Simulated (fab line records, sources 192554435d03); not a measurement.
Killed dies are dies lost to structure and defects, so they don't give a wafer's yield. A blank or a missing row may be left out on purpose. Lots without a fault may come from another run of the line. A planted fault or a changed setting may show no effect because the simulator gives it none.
Chamber matching | flow n5_finfet | N5_GATE_CUT_CMP_61 on cmp-03: 4 sister chambers
The step polishes, stops on SiNx, t overpolish 3 s. 4 wafers are shown with their chamber, then 9 later ones without.

WAFERS WITH THEIR CHAMBER
wafer  | chamber | motor_current_A (A)
L089.1 | 1       | 12.4
L091.1 | 0       | 12.5
L091.4 | 2       | 12.4
L091.5 | 3       | 12.9

WAFERS WITHOUT THEIR CHAMBER
wafer  | motor_current_A (A)
L093.3 | 12.6
L093.4 | 12.7
L093.6 | 12.9
L096.2 | 12.5
L096.3 | 13.3
L096.4 | 11.9
L097.1 | 12.6
L097.4 | 12.6
L097.6 | 13.2

WHICH CHAMBER EACH WENT THROUGH
wafer  | from the rows above               | in truth
L093.3 | can't be placed: 0 or 1 or 2 or 3 | 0
L093.4 | can't be placed: 0 or 3 or 1 or 2 | 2
L093.6 | can't be placed: 3 or 0 or 1 or 2 | 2
L096.2 | can't be placed: 0 or 1 or 2 or 3 | 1
L096.3 | can't be placed: 3 or 0 or 1 or 2 | 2
L096.4 | can't be placed: 1 or 2 or 0 or 3 | 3
L097.1 | can't be placed: 0 or 1 or 2 or 3 | 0
L097.4 | can't be placed: 0 or 1 or 2 or 3 | 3
L097.6 | can't be placed: 3 or 0 or 1 or 2 | 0
Placed correctly: 0 of 9. Can't be placed from these rows: 9 (the true chamber is among the candidates in 9). Placed wrongly: 0.
How it was worked out, from the rows above alone: a wafer's distance from a chamber is the root of the sum, over the readings, of the square of ((its reading less the chamber's mean) divided by the reading's scatter). The wafer belongs to the nearest chamber; if the next one is less than 2 further off, it can't be placed. A chamber's mean is the mean of its shown wafers. The scatter: with one shown wafer a chamber, the root of the mean of the squares of how far each hidden wafer lies from its nearest shown one.
